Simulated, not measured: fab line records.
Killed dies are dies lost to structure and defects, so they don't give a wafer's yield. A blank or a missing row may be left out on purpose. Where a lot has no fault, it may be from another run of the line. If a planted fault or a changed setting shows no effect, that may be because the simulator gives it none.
Which of the tools did it?	flow n5 finfet	24 lots with 72 wafers sampled at 6 steps, on a route of 1938 steps

WHAT THE GAUGES READ, wafer by wafer
N5_DUMMY_GATE_CD_MEAS_24: the cd target is 15 nm.
lot	measured	on	cd nm (nm)
L074	day 2 22:57	cd sem-03	15.3 14.7 14.8
L075	day 3 03:47	cd sem-01	15.1 15.4 15.2
L076	day 3 11:16	cd sem-01	15.1 14.7 14.6
L077	day 3 17:14	cd sem-03	14.6 15.3 14.8
L078	day 3 22:26	cd sem-03	15.1 15.9 15.5
L079	day 4 05:52	cd sem-03	14.5 14.7 15.3
L080	day 4 10:55	cd sem-02	15.3 15.3 15.9
L081	day 4 17:19	cd sem-01	14.6 15.2 15.1
L082	day 4 22:18	cd sem-02	15.4 15.4 14.1
L083	day 5 04:10	cd sem-01	15.0 15.1 14.8
L084	day 5 14:37	cd sem-02	15.3 15.2 15.4
L085	day 5 18:25	cd sem-03	15.3 15.1 15.5
L086	day 6 03:01	cd sem-01	15.1 15.1 15.4
L087	day 6 09:32	cd sem-01	15.4 14.4 14.8
L088	day 6 11:05	cd sem-01	15.0 15.0 15.4
L089	day 6 18:30	cd sem-02	14.6 14.8 14.6
L090	day 6 23:05	cd sem-01	14.8 15.5 14.7
L091	day 7 03:51	cd sem-03	14.3 15.8 14.7
L092	day 7 09:40	cd sem-02	14.6 15.0 14.8
L093	day 7 18:01	cd sem-01	15.3 15.4 14.6
L094	day 7 21:45	cd sem-01	15.2 15.3 14.6
L095	day 8 04:14	cd sem-02	15.3 14.6 14.2
L096	day 8 09:52	cd sem-03	14.6 15.2 15.6
L097	day 8 16:53	cd sem-01	14.4 15.2 15.0

WHAT TOOL EACH LOT RAN ON (gives the tool, then ch and the chambers of the sampled wafers, and finally the start)
lot	N5_STI_FIN_REVEAL_ETCH_34	N5_STI_FIN_REVEAL_OXIDATION_33	N5_DUMMY_GATE_ALD_02	N5_DUMMY_GATE_STRIP_40	N5_DUMMY_GATE_ETCH_32
L074	rie si-06 ch 1,2, day 2 12:43	plasma asher-02 ch 0,1, day 2 13:07	ald sin-04 ch 0,1,2, day 2 13:34	rie diel-04 ch 0,1, day 2 22:25	rie si-02 ch 2,3, day 2 22:45
L075	rie si-04 ch 0,1,2, day 2 17:31	plasma asher-01 ch 0,1, day 2 18:01	ald sin-03 ch 1,3, day 2 18:24	rie diel-04 ch 0,1,3, day 3 03:14	rie si-02 ch 1,2,3, day 3 03:35
L076	rie si-04 ch 0,2, day 3 00:50	plasma asher-01 ch 0,1, day 3 01:14	ald sin-02 ch 0,1,2, day 3 01:41	rie diel-05 ch 1,2,3, day 3 10:41	rie si-02 ch 0,2,3, day 3 11:04
L077	rie si-04 ch 0,2,3, day 3 06:02	plasma asher-01 ch 0,1, day 3 06:28	ald sin-03 ch 0,1,2, day 3 06:54	rie diel-04 ch 1,2,3, day 3 16:40	rie si-02 ch 0,1,3, day 3 17:02
L078	rie si-05 ch 1,2,3, day 3 12:07	plasma asher-02 ch 0,1, day 3 12:31	ald sin-03 ch 2,3, day 3 12:54	rie diel-01 ch 0,1, day 3 21:53	rie si-03 ch 0,1,2, day 3 22:14
L079	rie si-06 ch 0,1,3, day 3 19:30	plasma asher-01 ch 0,1, day 3 19:58	ald sin-04 ch 1,2,3, day 3 20:29	rie diel-05 ch 1,2,3, day 4 05:19	rie si-03 ch 0,1,2, day 4 05:40
L080	rie si-05 ch 0,1, day 4 00:31	plasma asher-02 ch 0,1, day 4 00:59	ald sin-03 ch 0,1,2, day 4 01:22	rie diel-05 ch 1,2, day 4 10:22	rie si-03 ch 0,1,2, day 4 10:43
L081	rie si-05 ch 0,1,3, day 4 06:52	plasma asher-02 ch 0, day 4 07:21	ald sin-04 ch 0,2, day 4 07:54	rie diel-01 ch 0,1,3, day 4 16:46	rie si-02 ch 1,2, day 4 17:07
L082	rie si-05 ch 0,1,3, day 4 11:59	plasma asher-02 ch 0,1, day 4 12:24	ald sin-02 ch 0,1,2, day 4 12:47	rie diel-04 ch 0,2,3, day 4 21:46	rie si-03 ch 0,2,3, day 4 22:06
L083	rie si-06 ch 1,3, day 4 17:52	plasma asher-02 ch 0,1, day 4 18:16	ald sin-04 ch 0,2,3, day 4 18:39	rie diel-05 ch 0,3, day 5 03:37	rie si-02 ch 0,3, day 5 03:58
L084	rie si-04 ch 2,3, day 5 01:38	plasma asher-01 ch 0,1, day 5 02:02	ald sin-03 ch 1,3, day 5 05:05	rie diel-04 ch 0,2,3, day 5 14:04	rie si-01 ch 0,1, day 5 14:25
L085	rie si-05 ch 0,2,3, day 5 06:11	plasma asher-02 ch 0,1, day 5 06:37	ald sin-04 ch 0,1,3, day 5 06:59	rie diel-05 ch 1,2,3, day 5 17:52	rie si-03 ch 0,2,3, day 5 18:13
L086	rie si-05 ch 0,1,2, day 5 14:31	plasma asher-02 ch 0,1, day 5 14:58	ald sin-04 ch 0,1,3, day 5 15:28	rie diel-05 ch 0,1,2, day 6 02:26	rie si-03 ch 2,3, day 6 02:49
L087	rie si-04 ch 0,3, day 5 23:11	plasma asher-01 ch 0,1, day 5 23:37	ald sin-04 ch 0,2,3, day 5 23:58	rie diel-05 ch 2,3, day 6 08:58	rie si-02 ch 0,3, day 6 09:20
L088	rie si-06 ch 1,3, day 5 23:49	plasma asher-01 ch 0,1, day 6 00:14	ald sin-04 ch 0,1, day 6 00:37	rie diel-04 ch 0,1, day 6 10:32	rie si-03 ch 1,2, day 6 10:53
L089	rie si-06 ch 1,2,3, day 6 07:31	plasma asher-02 ch 0,1, day 6 07:55	ald sin-04 ch 0,2, day 6 08:25	rie diel-05 ch 2,3, day 6 17:57	rie si-02 ch 0,2, day 6 18:18
L090	rie si-05 ch 0,1,3, day 6 12:47	plasma asher-02 ch 0,1, day 6 13:13	ald sin-04 ch 1,2, day 6 13:35	rie diel-04 ch 0,3, day 6 22:32	rie si-02 ch 0,2, day 6 22:53
L091	rie si-05 ch 0,3, day 6 17:34	plasma asher-01 ch 0, day 6 17:58	ald sin-02 ch 0,1,2, day 6 18:21	rie diel-04 ch 1,2,3, day 7 03:18	rie si-01 ch 1,2,3, day 7 03:39
L092	rie si-06 ch 1,2,3, day 6 23:20	plasma asher-02 ch 0,1, day 6 23:46	ald sin-04 ch 0,3, day 7 00:10	rie diel-05 ch 0,1, day 7 09:07	rie si-01 ch 0,2, day 7 09:28
L093	rie si-04 ch 2,3, day 7 07:16	plasma asher-01 ch 0,1, day 7 08:07	ald sin-02 ch 0,2,3, day 7 08:30	rie diel-04 ch 0,1,2, day 7 17:28	rie si-03 ch 0,1,2, day 7 17:49
L094	rie si-06 ch 1,2,3, day 7 11:16	plasma asher-01 ch 0,1, day 7 11:40	ald sin-02 ch 0,1,3, day 7 12:18	rie diel-04 ch 1,2,3, day 7 21:13	rie si-01 ch 0,2,3, day 7 21:33
L095	rie si-05 ch 0,1,3, day 7 17:32	plasma asher-01 ch 0,1, day 7 17:59	ald sin-04 ch 1,2, day 7 18:31	rie diel-04 ch 1,2,3, day 8 03:35	rie si-02 ch 0,2,3, day 8 04:02
L096	rie si-05 ch 1,2, day 7 23:40	plasma asher-01 ch 0,1, day 8 00:04	ald sin-02 ch 0,1, day 8 00:26	rie diel-01 ch 1,2,3, day 8 09:19	rie si-02 ch 0,2,3, day 8 09:39
L097	rie si-05 ch 1,2,3, day 8 06:44	plasma asher-01 ch 0,1, day 8 07:08	ald sin-02 ch 2,3, day 8 07:31	rie diel-04 ch 0,2, day 8 16:21	rie si-01 ch 0,2,3, day 8 16:41
- N5_STI_FIN_REVEAL_ETCH_34: etches Si in H2, material Si, target depth 0.97 nm.
- N5_STI_FIN_REVEAL_OXIDATION_33: chemistry O2 PLASMA REMOTE, time 20 s.
- N5_DUMMY_GATE_ALD_02: deposits SiO2, target thk 2 nm, pulse time 1 s.
- N5_DUMMY_GATE_STRIP_40: strips in CF4.
- N5_DUMMY_GATE_ETCH_32: etches SiO2 in CF4, target depth 3.5 nm, time 3.9 s.

AS READ BY THE TOOLS THEMSELVES (means over the sampled wafers that have a number; for cases with no such wafer, the mark the record gives instead)
N5_STI_FIN_REVEAL_ETCH_34.
lot	tool	drypump motor current A (A)	oes product au (a.u.)	temp c (C)	throttle valve pct (%)
L074	rie si-06	4.9	1.007	20.10	25.4
L075	rie si-04	5.8	0.977	19.93	26.1
L076	rie si-04	6.0	0.973	20.12	26.4
L077	rie si-04	5.7	0.981	20.00	25.8
L078	rie si-05	6.0	0.982	19.98	26.0
L079	rie si-06	5.2	1.000	19.97	25.7
L080	rie si-05	6.4	0.987	20.00	25.6
L081	rie si-05	6.2	0.990	19.97	25.8
L082	rie si-05	6.2	0.989	19.98	25.8
L083	rie si-06	5.1	0.991	19.93	25.7
L084	rie si-04	5.6	0.974	20.07	25.4
L085	rie si-05	6.0	0.988	20.03	26.0
L086	rie si-05	6.1	0.987	19.91	25.8
L087	rie si-04	5.8	0.981	20.02	26.2
L088	rie si-06	5.1	0.995	19.96	25.7
L089	rie si-06	5.0	1.004	20.04	25.3
L090	rie si-05	6.2	0.983	19.96	25.8
L091	rie si-05	6.0	0.985	20.00	26.0
L092	rie si-06	5.0	0.997	20.03	25.3
L093	rie si-04	5.6	0.979	20.03	25.4
L094	rie si-06	5.0	1.000	20.02	25.3
L095	rie si-05	6.2	0.987	19.99	25.8
L096	rie si-05	6.2	0.975	19.95	25.8
L097	rie si-05	6.0	0.974	20.00	26.0

N5_STI_FIN_REVEAL_OXIDATION_33.
lot	tool	drypump motor current A (A)	heater power w (W)	temp c (C)
L074	plasma asher-02	5.2	155	149.87
L075	plasma asher-01	6.1	147	149.85
L076	plasma asher-01	6.1	149	149.93
L077	plasma asher-01	6.1	149	150.08
L078	plasma asher-02	5.2	154	149.98
L079	plasma asher-01	6.1	151	150.02
L080	plasma asher-02	5.3	153	150.14
L081	plasma asher-02	5.2	153	150.10
L082	plasma asher-02	5.2	156	150.04
L083	plasma asher-02	5.2	154	149.94
L084	plasma asher-01	6.3	150	149.96
L085	plasma asher-02	5.2	153	149.98
L086	plasma asher-02	5.2	155	149.94
L087	plasma asher-01	6.1	151	149.97
L088	plasma asher-01	6.1	150	150.06
L089	plasma asher-02	5.2	152	150.00
L090	plasma asher-02	5.2	155	150.07
L091	plasma asher-01	6.4	146	149.98
L092	plasma asher-02	5.2	153	149.99
L093	plasma asher-01	6.2	149	150.06
L094	plasma asher-01	6.2	150	150.13
L095	plasma asher-01	6.2	151	150.01
L096	plasma asher-01	6.1	147	150.14
L097	plasma asher-01	6.3	145	150.03

N5_DUMMY_GATE_ALD_02.
lot	tool	heater power w (W)	precursor pulse height rel
L074	ald sin-04	502	0.994
L075	ald sin-03	416	0.992
L076	ald sin-02	505	1.015
L077	ald sin-03	429	1.017
L078	ald sin-03	436	0.996
L079	ald sin-04	501	0.975
L080	ald sin-03	429	0.997
L081	ald sin-04	487	1.000
L082	ald sin-02	505	0.975
L083	ald sin-04	486	0.999
L084	ald sin-03	374	1.006
L085	ald sin-04	469	1.017
L086	ald sin-04	464	1.002
L087	ald sin-04	476	1.014
L088	ald sin-04	475	1.016
L089	ald sin-04	520	0.999
L090	ald sin-04	518	0.996
L091	ald sin-02	503	1.002
L092	ald sin-04	458	0.984
L093	ald sin-02	514	0.989
L094	ald sin-02	502	0.990
L095	ald sin-04	526	0.986
L096	ald sin-02	504	1.003
L097	ald sin-02	487	0.992

N5_DUMMY_GATE_STRIP_40.
lot	tool	cf4 flow sccm (sccm)	drypump motor current A (A)	oes product au (a.u.)	rf vpp V (V)	showerhead plenum p Torr (Torr)	throttle valve pct (%)
L074	rie diel-04	149.5	5.6	0.87	273.1	1.88	13.45
L075	rie diel-04	150.2	5.5	0.80	271.2	1.81	13.54
L076	rie diel-05	149.9	5.9	0.79	272.4	1.81	13.63
L077	rie diel-04	150.0	5.7	0.76	270.4	1.78	13.66
L078	rie diel-01	150.4	6.2	0.84	271.2	1.80	13.34
L079	rie diel-05	150.4	5.9	0.79	272.4	1.81	13.66
L080	rie diel-05	149.9	5.6	0.82	271.3	1.79	13.63
L081	rie diel-01	149.6	6.1	0.80	270.6	1.81	13.41
L082	rie diel-04	150.2	5.5	0.71	269.6	1.74	13.65
L083	rie diel-05	150.0	6.1	0.71	271.2	1.86	13.80
L084	rie diel-04	150.2	5.5	0.71	270.6	1.74	13.67
L085	rie diel-05	149.9	5.9	0.78	271.9	1.81	13.68
L086	rie diel-05	150.3	5.8	0.76	272.2	1.80	13.74
L087	rie diel-05	149.8	5.9	0.75	272.4	1.84	13.73
L088	rie diel-04	150.0	5.6	0.83	272.2	1.87	13.50
L089	rie diel-05	150.1	5.6	0.76	271.0	1.83	13.71
L090	rie diel-04	150.4	5.3	0.73	271.0	1.76	13.58
L091	rie diel-04	150.0	5.7	0.83	272.3	1.84	13.52
L092	rie diel-05	150.0	6.0	0.85	270.9	1.78	13.56
L093	rie diel-04	150.4	5.5	0.85	272.7	1.87	13.40
L094	rie diel-04	150.4	5.7	0.81	271.7	1.84	13.53
L095	rie diel-04	150.2	5.7	0.81	271.9	1.84	13.53
L096	rie diel-01	150.2	5.8	0.80	270.2	1.77	13.47
L097	rie diel-04	150.1	5.4	0.85	272.5	1.87	13.34

N5_DUMMY_GATE_ETCH_32.
lot	tool	cf4 flow sccm (sccm)	drypump motor current A (A)	oes product au (a.u.)	throttle valve pct (%)
L074	rie si-02	79.99	5.8	0.999	21.70
L075	rie si-02	80.02	5.7	0.989	21.76
L076	rie si-02	80.13	5.7	1.008	21.51
L077	rie si-02	79.89	5.6	1.001	21.56
L078	rie si-03	79.74	5.4	1.002	21.68
L079	rie si-03	80.01	5.4	1.002	21.69
L080	rie si-03	80.06	5.4	1.014	21.70
L081	rie si-02	80.37	5.6	0.998	21.86
L082	rie si-03	80.02	5.7	1.012	21.71
L083	rie si-02	79.98	5.9	1.014	21.39
L084	rie si-01	79.88	6.1	0.989	21.61
L085	rie si-03	79.81	5.6	1.015	21.70
L086	rie si-03	79.97	5.4	1.013	21.62
L087	rie si-02	80.08	5.6	1.001	21.29
L088	rie si-03	79.84	5.1	1.008	21.61
L089	rie si-02	80.02	5.5	1.007	21.40
L090	rie si-02	79.97	5.6	1.001	21.60
L091	rie si-01	80.14	6.4	1.002	21.90
L092	rie si-01	80.10	5.8	0.992	21.92
L093	rie si-03	80.06	5.4	1.006	21.70
L094	rie si-01	80.19	6.0	0.996	21.91
L095	rie si-02	79.96	5.7	1.013	21.50
L096	rie si-02	79.98	5.7	1.007	21.51
L097	rie si-01	79.90	6.0	1.006	21.91

THE ANSWER, worked out from the rows above alone
Rule: the usual values come from the lots themselves. Put in order of their means at a reading, lots are off if they are a third of the lots or fewer, leave a main group of 4 or more, and stand apart from it by a gap of 3 or more times the standard deviation of the main group's means; of several such gaps the widest counts. The tables above print the reading to a certain number of digits; a main group whose means all agree to those digits is not used. Also off: a lot with no number at a reading for which 4 or more lots have one. The other lots that the step has rows for count as sound. The gauges are gone through in route order, then the tools' own readings, and for those a lot's mean is taken as printed above. At the first step where some lot is off, the reading lying furthest off is the one used; lots without a number count as furthest.
No lot is off at any reading shown: from this, nothing can be told.

WHAT WAS PUT IN BY THE SIMULATOR
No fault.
